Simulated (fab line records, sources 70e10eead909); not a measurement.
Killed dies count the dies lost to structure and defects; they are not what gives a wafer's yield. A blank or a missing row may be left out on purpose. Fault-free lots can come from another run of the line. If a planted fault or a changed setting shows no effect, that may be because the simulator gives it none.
Chamber matching ; flow nandHarc ; rieDiel-05 running NHARC_A_STAIRCASE_ETCHBACK_157: 4 sister chambers
The step etches the open film in CH3F/O2, target depth 90 nm, time 167.14 s. 8 wafers are shown with their chamber, then 8 later ones without.

## WAFERS, EACH WITH ITS CHAMBER
wafer;chamber;showerheadPlenumPTorr (Torr);rfVppV (V)
L078.1;1;2.59;246.2
L078.5;1;2.59;246.5
L082.5;0;2.54;246.4
L082.6;3;2.41;244.3
L086.2;3;2.40;243.7
L086.4;2;2.52;244.2
L086.6;2;2.52;245.9
L094.1;0;2.52;245.5

## WAFERS WITH NO CHAMBER GIVEN
wafer;showerheadPlenumPTorr (Torr);rfVppV (V)
L094.2;2.56;246.4
L094.4;2.39;242.3
L095.2;2.56;244.8
L095.4;2.51;244.5
L095.5;2.56;245.1
L097.2;2.52;245.2
L097.4;2.51;243.2
L097.6;2.39;243.0

## CHAMBER TAKEN BY EACH
wafer;from the rows above;in truth
L094.2;can't be placed: 1 or 0 or 2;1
L094.4;3;3
L095.2;can't be placed: 0 or 1 or 2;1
L095.4;can't be placed: 2 or 0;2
L095.5;can't be placed: 0 or 1 or 2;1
L097.2;can't be placed: 2 or 0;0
L097.4;can't be placed: 2 or 0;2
L097.6;3;3
2 of 8 placed correctly. Can't be placed from these rows: 6 (the true chamber is among the candidates in 6). Placed wrongly: 0.
How it was worked out, from the rows above alone: a wafer's distance from a chamber is the root of the sum, over the readings, of the square of ((its reading less the chamber's mean) divided by the reading's scatter). The wafer belongs to the nearest chamber; if the next one is less than 2 further off, it can't be placed. The mean given for a chamber averages the wafers shown for that chamber. The scatter is the square root of a quotient: the sum, over the shown wafers, of each reading's squared deviation from its chamber's mean, divided by wafers minus chambers.
